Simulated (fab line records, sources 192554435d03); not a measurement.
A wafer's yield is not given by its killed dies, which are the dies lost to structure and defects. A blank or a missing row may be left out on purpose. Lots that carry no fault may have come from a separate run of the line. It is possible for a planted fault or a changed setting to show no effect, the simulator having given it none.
Matching of chambers	flow n5_finfet	rie_diel-03 running N5_BEOL_M5_STRIP_64: 4 sister chambers
The step strips in CF4. 8 wafers are shown with their chamber, then 8 later ones without.

== WAFERS WITH THEIR CHAMBER ==
wafer	chamber	throttle_valve_pct (%)	drypump_motor_current_A (A)
L082.1	3	14.03	5.5
L082.3	0	13.68	5.4
L082.4	1	13.49	6.0
L082.5	3	14.01	5.5
L082.6	0	13.69	5.4
L088.5	2	13.92	5.3
L088.6	1	13.52	5.9
L091.3	2	13.94	5.3

== WAFERS WITHOUT THEIR CHAMBER ==
wafer	throttle_valve_pct (%)	drypump_motor_current_A (A)
L091.4	13.53	5.9
L091.6	13.54	6.0
L092.4	13.73	5.4
L092.5	13.96	5.3
L092.6	13.55	5.9
L090.2	13.96	5.3
L090.3	14.06	5.5
L090.4	13.75	5.4

== WHICH CHAMBER EACH ONE RAN IN ==
wafer	from the rows above	in truth
L091.4	1	1
L091.6	1	1
L092.4	0	0
L092.5	2	2
L092.6	1	1
L090.2	2	2
L090.3	3	3
L090.4	0	0
Correctly placed: 8 of 8. From these rows, 0 cannot be placed. Wrongly placed: 0.
How it was worked out, from the rows above alone: a wafer's distance from a chamber is the root of the sum, over the readings, of the square of ((its reading less the chamber's mean) divided by the reading's scatter). If the next closest chamber is less than 2 further off than the closest, the wafer can't be placed; otherwise it belongs to the closest. The mean given for a chamber averages the wafers shown for that chamber. The scatter: take each reading less its chamber's mean, square it, sum over the shown wafers, divide by the number of wafers less the number of chambers, and take the root.
